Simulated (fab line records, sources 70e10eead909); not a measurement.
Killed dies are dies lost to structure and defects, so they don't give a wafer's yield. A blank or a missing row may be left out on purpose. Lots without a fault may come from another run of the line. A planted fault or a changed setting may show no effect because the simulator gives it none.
fab line records | flow nand_harc
record lots=5 wafers=15 last_day=30
route steps=1302 shown A_ZERO_WELL@403 A_SOURCE_PLATE@413 A_ONON_D1@424
lots that met no fault: from a run of the same line without faults
start_h: hours from the record's first day to the start of the lot's first wafer shown | wait_h: hours since the lot's step before | " the same as in the row above | L1.1+2: a row that stands for several wafers | - no value, or no start given | * or withheld: withheld | < > ~ a bound
route shown NAME@n: a module of which the file shows steps, and the number in the route of the first | usual: mean/standard deviation of fault-free wafers | same: alike in all rows | chamber/n: place in a boat | sites: the reading at each site | _std_site: their standard deviation | _edge_site: outer sites' mean less inner sites' | radius_mm: how far each site lies from the wafer's centre | mask NAME#n: copy n | behind: the tool/chamber that last shaped the wafer | hold: why the lot was held/for how many hours/how that ended | device: the transistor (n, p or np) that didn't switch | end of line: the same wafers' tests at the end of the route | a step without rows: its recipe alone | killed: dies lost to structure and defects at the first sort, not the wafer's yield | map: a wafer's dies, x killed, . not, _ none there
set.NAME: the setting as run; set.NAME@STEP: as run at that earlier step | model.NAME: the simulator's own value behind a step, which no gauge read
lots at some steps of the route; a table a step, a row a wafer
services: from which hour (start_h, from the record's first day; less than 0 if before it) a tool's chamber was out of use, for how many hours, and why
## steps
# step NHARC_A_ZERO_WELL_DESCUM_12
# recipe time_s=3 o2_flow_sccm=200 ar_flow_sccm=0 bias_power_w=0 chemistry=O2
# usual drypump_motor_current_A=5.5/0.39 oes_product_au=0.998/0.018 rf_vpp_V=57.6/0.94 showerhead_plenum_p_Torr=1.88/0.1 throttle_valve_pct=11.312/0.0083
# columns lot.wafer tool chamber start_h wait_h drypump_motor_current_A oes_product_au rf_hours_counter_h rf_vpp_V showerhead_plenum_p_Torr throttle_valve_pct
L075.3 rie_diel-03 2 153.95 - 5.8 1.002 6 56.6 1.84 11.316
L075.1 " 3 " " 5.3 1.015 6 59.1 2.05 11.310
L075.6 " 2 " " 5.8 1.000 - 56.4 1.84 11.319
L081.2 rie_diel-03 3 208.84 - 5.2 1.006 11 59.2 2.05 11.305
L081.1 " 0 " " 5.8 1.000 15 57.4 1.81 11.322
L081.4 " 1 " " 5.1 1.015 15 58.7 1.87 11.323
L084.3 rie_diel-13 1 245.73 - 6.0 0.988 2 56.4 1.79 11.324
L084.4 " 2 " " 5.5 0.974 2 58.3 2.04 11.310
L084.5 " 2 " " 5.5 0.979 - 58.5 2.04 11.315
L086.2 rie_diel-03 1 262.68 - 5.1 1.025 22 57.6 1.86 11.317
L086.6 " 0 " " 5.8 1.009 - 56.9 1.80 11.313
L086.5 " 1 " " 5.1 1.008 - 57.3 1.86 11.337
L087.2 rie_diel-13 1 267.67 - 6.0 0.998 3 58.5 1.79 11.303
L087.3 " 2 " " 5.5 0.972 2 58.8 2.04 11.300
L087.4 " 3 " " 5.3 0.994 3 56.3 1.80 11.309
# step NHARC_A_ZERO_WELL_ETCH_19
# recipe target_depth_a=800 overetch_a=240 time_s=87.88 ion_energy_ev=200 n2_flow_sccm=150 h2_flow_sccm=150 ar_flow_sccm=0 rf_w=400 bias_w=150 chemistry=N2/H2
# usual drypump_motor_current_A=5.5/0.39 oes_product_au=0.996/0.017 rf_vpp_V=429/3.2 showerhead_plenum_p_Torr=2.00/0.11 throttle_valve_pct=14.171/0.0091
# columns lot.wafer tool chamber start_h wait_h drypump_motor_current_A oes_product_au rf_hours_counter_h rf_vpp_V showerhead_plenum_p_Torr throttle_valve_pct
L075.3 rie_diel-03 0 154.04 0.1 5.8 1.000 5 428 1.93 14.164
L075.1 " 1 " " 5.1 1.018 5 430 1.99 14.188
L075.6 " 3 " " 5.2 1.009 - 433 2.19 14.169
L081.4 rie_diel-03 1 208.92 0.1 5.1 1.009 15 429 1.99 14.157
L081.2 " 2 " " 5.8 0.999 16 428 1.96 14.178
L081.1 " 3 " " 5.2 1.001 12 435 2.18 14.176
L084.3 rie_diel-13 1 245.83 0.1 6.0 0.994 2 426 1.90 14.174
L084.4 " 2 " " 5.5 0.966 2 435 2.18 14.171
L084.5 " 3 " " 5.3 0.987 - 427 1.91 14.176
L086.2 rie_diel-03 1 262.78 0.1 5.1 0.995 22 430 1.99 14.161
L086.5 " 2 " " 5.8 0.981 - 429 1.95 14.157
L086.6 " 3 " " 5.2 1.018 - 435 2.18 14.167
L087.4 rie_diel-13 2 267.76 0.1 5.5 0.970 2 435 2.18 14.169
L087.3 " 3 " " 5.3 0.987 3 427 1.91 14.174
L087.2 " 0 " " 4.8 1.024 3 427 1.91 14.183
# step NHARC_A_ZERO_WELL_ETCH_13
# recipe target_depth_a=1200 time_s=40.1 hbr_flow_sccm=150 cl2_flow_sccm=50 rf_w=400 icp_w=400 bias_w=100 chemistry=HBr/Cl2
# usual drypump_motor_current_A=5.5/0.33 oes_product_au=0.999/0.013 throttle_valve_pct=26.407/0.011
# columns lot.wafer tool chamber start_h wait_h drypump_motor_current_A oes_product_au rf_hours_counter_h throttle_valve_pct
L075.1 rie_si-06 2 154.15 - 5.1 0.977 0.41 26.424
L075.3 " 3 " " 5.2 0.992 0.40 26.401
L075.6 " 2 " " 5.1 0.983 - 26.419
L081.2 rie_si-01 1 209.04 - 5.6 0.970 0.02 26.403
L081.1 " 2 " " 5.6 1.005 0.02 26.418
L081.4 " 0 " " 5.6 1.003 0.04 26.412
L084.4 rie_si-04 2 245.93 - 5.7 0.976 0.54 26.427
L084.3 " 3 " " 5.4 1.018 0.48 26.398
L084.5 " 3 " " 5.4 1.004 - 26.401
L086.2 rie_si-06 1 262.89 - 6.0 0.998 0.00 26.398
L086.6 " 0 " " 5.2 1.006 - 26.425
L086.5 " 1 " " 6.0 0.993 - 26.401
L087.2 rie_si-04 1 267.88 - 5.5 1.016 0.61 26.413
L087.4 " 2 " " 5.7 0.988 0.71 26.404
L087.3 " 3 " " 5.4 1.007 0.66 26.425
# step NHARC_A_ZERO_WELL_STRIP_14
# recipe time_s=900 temp_c=130 chemistry=SPM
# columns lot.wafer tool chamber start_h wait_h
L075.3+6+1 wet_bench-07 2,3,4 154.32 -
L081.4+2+1 wet_bench-01 1,2,6 209.19 -
L084.3+5+4 wet_bench-03 4,0,1 246.08 -
L086.2+6+5 wet_bench-01 4,5,1 263.02 -
L087.3+4+2 wet_bench-07 1,3,5 268.02 -
# step NHARC_A_ZERO_WELL_IMPLANT_15
# recipe energy_kev=150 dose_cm2=1e+13 tilt_deg=7
# columns lot.wafer tool chamber start_h wait_h
L075.1+3+6 implanter-01 0 155.09 0.4
L081.1+2+4 implanter-01 0 209.59 0.1
L084.3+4+5 implanter-02 0 246.55 0.1
L086.2+5+6 implanter-02 0 263.46 0.1
L087.2+3+4 implanter-02 0 268.46 0.1
# step NHARC_A_ZERO_WELL_PRECLEAN_22
# recipe time_s=60 temp_c=50 bath_age_min=0 chemistry=SC1
# same bath_age_min=0
# columns lot.wafer tool chamber start_h wait_h
L075.3+6+1 wet_bench-03 6,1,3 155.30 0.1
L081.2+1+4 wet_bench-07 2,3,5 209.81 0.2
L084.5+3+4 wet_bench-07 3,4,5 246.71 0.1
L086.5+2+6 wet_bench-01 6,0,2 263.64 0.1
L087.4+3+2 wet_bench-03 3,5,7 268.64 0.1
# step NHARC_A_ZERO_WELL_SRD_23
# columns lot.wafer tool chamber start_h wait_h
L075.3+6+1 wet_bench-03 6,1,3 - -
L081.2+1+4 wet_bench-07 2,3,5 - -
L084.5+3+4 wet_bench-07 3,4,5 - -
L086.5+2+6 wet_bench-01 6,0,2 - -
L087.4+3+2 wet_bench-03 3,5,7 - -
# step NHARC_A_ZERO_WELL_RTA_16
# recipe temp_c=1000 time_s=10
# usual lamp_power_pct=30.9/0.86 lamp_zone_2_pct=30.9/0.87 lamp_zone_4_pct=30.9/0.86 wafer_temp_C_max=1005.6/1
# columns lot.wafer tool chamber start_h wait_h lamp_power_pct lamp_zone_2_pct lamp_zone_4_pct wafer_temp_C_max
L075.1 rtp_anneal-02 0 155.43 - 29.9 29.9 29.9 1004.9
L075.3 " 0 " " 29.9 29.9 29.9 1006.0
L075.6 " 0 " " 29.8 29.9 29.9 1005.3
L081.1 rtp_anneal-01 0 209.94 - 31.7 31.6 31.7 1006.7
L081.2 " 0 " " 31.7 31.6 31.6 1009.3
L081.4 " 0 " " 31.6 31.7 31.7 1005.3
L084.3 rtp_anneal-02 0 246.90 - 29.9 29.9 29.9 1006.0
L084.4 " 0 " " 29.9 29.9 29.9 1005.3
L084.5 " 0 " " 29.9 29.9 29.9 1005.5
L086.2 rtp_anneal-01 0 263.80 - 31.7 31.6 31.6 1007.7
L086.5 " 0 " " 31.6 31.6 31.6 1007.1
L086.6 " 0 " " 31.6 31.6 31.6 1005.4
L087.2 rtp_anneal-01 0 268.80 - 31.7 31.7 31.6 1006.6
L087.3 " 0 " " 31.6 31.7 31.7 1006.0
L087.4 " 0 " " 31.7 31.7 31.7 1008.4
# step NHARC_A_ZERO_WELL_INSPECT_17
# usual raw_defect_count=11/5.8
# columns lot.wafer tool chamber start_h wait_h raw_defect_count
L075.1 defect_inspect-02 - 155.63 0.2 17
L075.3 " - " " 14
L075.6 " - " " 6
L081.1 defect_inspect-02 - 210.14 0.2 9
L081.2 " - " " 17
L081.4 " - " " 8
L084.3 defect_inspect-01 - 247.05 0.1 17
L084.4 " - " " 19
L084.5 " - " " 21
L086.2 defect_inspect-01 - 263.97 0.1 7
L086.5 " - " " 8
L086.6 " - " " 7
L087.2 defect_inspect-02 - 268.97 0.1 4
L087.3 " - " " 4
L087.4 " - " " 10
# step NHARC_A_SOURCE_PLATE_PRECLEAN_00
# recipe time_s=60 chemistry=HF-LAST
# columns lot.wafer tool chamber start_h wait_h
L075.6+3+1 wet_bench-04 2,3,5 155.69 0.1
L081.4+2+1 wet_bench-02 0,1,5 210.19 0.0
L084.5+3+4 wet_bench-04 3,5,6 247.11 0.1
L086.6+5+2 wet_bench-09 6,7,1 264.03 0.1
L087.2+4+3 wet_bench-04 3,6,7 269.03 0.1
# step NHARC_A_SOURCE_PLATE_SRD_01
# columns lot.wafer tool chamber start_h wait_h
L075.6+3+1 wet_bench-04 2,3,5 - -
L081.4+2+1 wet_bench-02 0,1,5 - -
L084.5+3+4 wet_bench-04 3,5,6 - -
L086.6+5+2 wet_bench-09 6,7,1 - -
L087.2+4+3 wet_bench-04 3,6,7 - -
# step NHARC_A_SOURCE_PLATE_OXIDE_02
# recipe target_thk_a=100 temp_c=900 ox_time_s=1362 material=SiO2
# usual ox_temp_c=900.0/0.43 spike_tc_centre_C=901.1/1.2
# columns lot.wafer tool chamber start_h wait_h ox_temp_c spike_tc_centre_C
L075.1 furnace-08 0 158.87 - 899.0 903.1
L075.3 " 0 " " 898.9 903.5
L075.6 " 0 " " 898.9 901.6
L081.1 furnace-08 0 213.54 - 900.4 902.1
L081.2 " 0 " " 899.6 903.2
L081.4 " 0 " " 899.7 901.9
L084.3 furnace-04 0 250.17 - 899.9 902.2
L084.4 " 0 " " 900.7 902.6
L084.5 " 0 " " 900.4 899.9
L086.2 furnace-04 0 267.20 - 899.6 900.1
L086.5 " 0 " " 899.9 901.6
L086.6 " 0 " " 899.9 901.2
L087.2 furnace-05 0 272.57 - 899.9 898.8
L087.3 " 0 " " 900.3 899.4
L087.4 " 0 " " 900.2 901.1
# step NHARC_A_SOURCE_PLATE_THK_MEAS_09
# recipe thk_meas_gauge=ellipsometry
# usual thk_nm=9.8/1.1
# columns lot.wafer tool chamber start_h wait_h thk_nm
L075.1 film_metro-01 - 162.96 0.4 11.1
L075.3 " - " " 11.2
L075.6 " - " " 9.0
L081.1 film_metro-02 - 217.61 0.4 9.3
L081.2 " - " " 10.2
L081.4 " - " " 10.3
L084.3 film_metro-01 - 254.26 0.4 10.2
L084.4 " - " " 10.1
L084.5 " - " " 7.9
L086.2 film_metro-02 - 271.23 0.4 8.9
L086.5 " - " " 9.4
L086.6 " - " " 9.5
L087.2 film_metro-02 - 276.57 0.4 11.2
L087.3 " - " " 11.9
L087.4 " - " " 10.7
# step NHARC_A_SOURCE_PLATE_PVD_04
# recipe target_thk_a=500 material=WSi2
# columns lot.wafer tool chamber start_h wait_h
L075.1+3+6 pvd_sputter-01 - 163.02 0.1
L081.2+4+1 pvd_sputter-01 - 217.66 0.1
L084.3+4+5 pvd_sputter-01 - 254.31 0.1
L086.2+5+6 pvd_sputter-03 - 271.31 0.1
L087.4+2+3 pvd_sputter-01 - 276.65 0.1
# step NHARC_A_SOURCE_PLATE_CVD_03
# recipe target_thk_a=2000 temp_c=620 pressure_mtorr=200 time_s=4000 material=poly-Si
# usual spike_tc_centre_C=619.9/1.6
# columns lot.wafer tool chamber start_h wait_h spike_tc_centre_C
L075.1 lpcvd_poly-04 0 165.55 - 619.7
L075.3 " 0 " " 617.4
L075.6 " 0 " " 618.9
L081.1 lpcvd_poly-01 0 220.18 - 620.9
L081.2 " 0 " " 621.5
L081.4 " 0 " " 622.0
L084.3 lpcvd_poly-02 0 256.74 - 618.8
L084.4 " 0 " " 621.5
L084.5 " 0 " " 620.9
L086.2 lpcvd_poly-02 0 273.73 - 619.8
L086.5 " 0 " " 621.5
L086.6 " 0 " " 618.5
L087.2 lpcvd_poly-01 0 280.23 - 622.9
L087.3 " 0 " " 621.6
L087.4 " 0 " " 620.6
# step NHARC_A_SOURCE_PLATE_ANNEAL_05
# recipe temp_c=850 time_s=1800
# usual spike_tc_centre_C=851.3/1.2
# columns lot.wafer tool chamber start_h wait_h spike_tc_centre_C
L075.1 furnace-05 0 172.02 3.4 851.1
L075.3 " 0 " " 851.4
L075.6 " 0 " " 850.4
L081.1 furnace-08 0 228.41 5.1 852.8
L081.2 " 0 " " 850.5
L081.4 " 0 " " 848.6
L084.3 furnace-08 0 263.27 3.4 852.1
L084.4 " 0 " " 852.1
L084.5 " 0 " " 853.4
L086.2 furnace-08 0 280.25 3.4 853.7
L086.5 " 0 " " 851.4
L086.6 " 0 " " 850.9
L087.2 furnace-08 0 286.70 3.4 852.9
L087.3 " 0 " " 852.0
L087.4 " 0 " " 851.8
# step NHARC_A_SOURCE_PLATE_THK_MEAS_06
# recipe thk_meas_gauge=ellipsometry
# usual thk_nm=199.2/1.9
# columns lot.wafer tool chamber start_h wait_h thk_nm
L075.1 film_metro-02 - 175.97 0.4 198.7
L075.3 " - " " 200.8
L075.6 " - " " 200.1
L081.1 film_metro-01 - 232.34 0.4 199.3
L081.2 " - " " 197.4
L081.4 " - " " 198.1
L084.3 film_metro-02 - 267.20 0.4 202.2
L084.4 " - " " 202.4
L084.5 " - " " 202.8
L086.2 film_metro-02 - 284.16 0.4 200.2
L086.5 " - " " 199.0
L086.6 " - " " 200.2
L087.2 film_metro-01 - 290.60 0.4 195.4
L087.3 " - " " 198.5
L087.4 " - " " 196.5
# step NHARC_A_SOURCE_PLATE_INSPECT_08
# usual raw_defect_count=64/29
# columns lot.wafer tool chamber start_h wait_h raw_defect_count
L075.1 defect_inspect-02 - 176.03 0.0 37
L075.3 " - " " 67
L075.6 " - " " 35
L081.1 defect_inspect-01 - 232.44 0.0 24
L081.2 " - " " 41
L081.4 " - " " 27
L084.3 defect_inspect-02 - 267.26 0.0 128
L084.4 " - " " 149
L084.5 " - " " 125
L086.2 defect_inspect-01 - 284.23 0.0 92
L086.5 " - " " 34
L086.6 " - " " 22
L087.2 defect_inspect-01 - 290.71 0.0 59
L087.3 " - " " 74
L087.4 " - " " 61
# step NHARC_A_ONON_D1_DEP_00
# recipe target_thk_a=10000 n2_flow_sccm=2750 n2o_flow_sccm=2000 nh3_flow_sccm=500 sih4_flow_sccm=210 temp_c=400
# usual sih4_flow_sccm=210.1/0.61
# columns lot.wafer tool chamber start_h wait_h sih4_flow_sccm
L075.1 pecvd_onon-03 0 176.10 0.1 209.6
L075.3 " 0 " " 209.6
L075.6 " 0 " " 209.2
L081.1 pecvd_onon-02 0 232.51 0.1 209.7
L081.2 " 0 " " 209.7
L081.4 " 0 " " 209.9
L084.3 pecvd_onon-03 0 267.45 0.2 209.1
L084.4 " 0 " " 209.8
L084.5 " 0 " " 209.5
L086.2 pecvd_onon-03 0 284.35 0.1 210.1
L086.5 " 0 " " 210.3
L086.6 " 0 " " 210.3
L087.2 pecvd_onon-02 0 290.84 0.1 210.1
L087.3 " 0 " " 210.2
L087.4 " 0 " " 210.5
# step NHARC_A_ONON_D1_THK_MEAS_02
# recipe thk_meas_gauge=ellipsometry
# usual thk_nm=999/8.3
# columns lot.wafer tool chamber start_h wait_h thk_nm
L075.1 film_metro-02 - 176.61 - 988
L075.3 " - " " 987
L075.6 " - " " 988
L081.1 film_metro-01 - 233.02 - 1010
L081.2 " - " " 1013
L081.4 " - " " 1011
L084.3 film_metro-01 - 267.84 - 995
L084.4 " - " " 997
L084.5 " - " " 996
L086.2 film_metro-02 - 284.80 - 1008
L086.5 " - " " 1006
L086.6 " - " " 1004
L087.2 film_metro-01 - 291.29 - 995
L087.3 " - " " 995
L087.4 " - " " 993
# step NHARC_A_ONON_D1_DEP_03
# recipe target_thk_a=10000 n2_flow_sccm=2750 n2o_flow_sccm=2000 nh3_flow_sccm=500 sih4_flow_sccm=210 temp_c=400
# usual sih4_flow_sccm=210.0/0.53
# columns lot.wafer tool chamber start_h wait_h sih4_flow_sccm
L075.1 pecvd_onon-02 0 176.67 0.1 209.2
L075.3 " 0 " " 209.2
L075.6 " 0 " " 209.5
L081.1 pecvd_onon-01 0 233.08 0.1 210.2
L081.2 " 0 " " 209.4
L081.4 " 0 " " 209.5
L084.3 pecvd_onon-01 0 268.01 0.2 210.3
L084.4 " 0 " " 209.7
L084.5 " 0 " " 209.6
L086.2 pecvd_onon-02 0 284.92 0.1 210.0
L086.5 " 0 " " 210.1
L086.6 " 0 " " 209.5
L087.2 pecvd_onon-03 0 291.41 0.1 211.1
L087.3 " 0 " " 210.4
L087.4 " 0 " " 211.3
# step NHARC_A_ONON_D1_THK_MEAS_05
# recipe thk_meas_gauge=ellipsometry
# usual thk_nm=998/10
# columns lot.wafer tool chamber start_h wait_h thk_nm
L075.1 film_metro-01 - 177.18 - 1005
L075.3 " - " " 1006
L075.6 " - " " 1005
L081.1 film_metro-01 - 233.59 - 1007
L081.2 " - " " 1007
L081.4 " - " " 1007
L084.3 film_metro-01 - 268.41 - 986
L084.4 " - " " 986
L084.5 " - " " 986
L086.2 film_metro-01 - 285.37 - 1004
L086.5 " - " " 1004
L086.6 " - " " 1004
L087.2 film_metro-02 - 291.86 - 996
L087.3 " - " " 996
L087.4 " - " " 997
# step NHARC_A_ONON_D1_DEP_06
# recipe target_thk_a=10000 n2_flow_sccm=2750 n2o_flow_sccm=2000 nh3_flow_sccm=500 sih4_flow_sccm=210 temp_c=400
# usual sih4_flow_sccm=210.0/0.53
# columns lot.wafer tool chamber start_h wait_h sih4_flow_sccm
L075.1 pecvd_onon-01 0 177.23 0.1 209.6
L075.3 " 0 " " 210.0
L075.6 " 0 " " 209.6
L081.1 pecvd_onon-02 0 233.65 0.1 210.0
L081.2 " 0 " " 209.5
L081.4 " 0 " " 209.8
L084.3 pecvd_onon-02 0 268.58 0.2 210.0
L084.4 " 0 " " 209.5
L084.5 " 0 " " 209.8
L086.2 pecvd_onon-03 0 285.48 0.1 209.2
L086.5 " 0 " " 209.3
L086.6 " 0 " " 210.4
L087.2 pecvd_onon-01 0 291.97 0.1 210.1
L087.3 " 0 " " 210.4
L087.4 " 0 " " 209.8
## services
# columns tool chamber start_h hours kind
implanter-02 - 146.00 13.0 pm
rie_diel-13 3 154.41 2.4 repair
wet_bench-07 - 160.00 8.0 pm
rie_diel-13 2 160.93 2.7 repair
rie_si-04 0 164.84 15.6 repair
rie_si-04 - 165.00 9.0 pm
rie_diel-13 - 165.01 9.0 pm
rie_diel-03 3 171.80 6.1 repair
implanter-02 - 172.35 6.0 repair
rie_diel-03 3 177.94 6.1 repair
pecvd_onon-02 - 185.24 13.0 pm
pvd_sputter-01 - 196.05 4.3 repair
wet_bench-03 - 210.40 8.0 pm
rie_diel-13 0 210.73 3.9 repair
rie_diel-13 3 211.52 1.3 repair
pvd_sputter-01 - 226.00 10.0 pm
pecvd_onon-03 - 227.00 13.0 pm
wet_bench-04 - 227.27 8.0 pm
wet_bench-03 - 247.26 7.0 repair
pvd_sputter-01 - 250.83 0.5 repair
pecvd_onon-01 - 269.00 13.0 pm
wet_bench-01 - 277.60 8.0 pm
rie_diel-03 3 280.78 16.3 repair
rie_diel-03 - 281.89 9.0 pm
## key
fault none
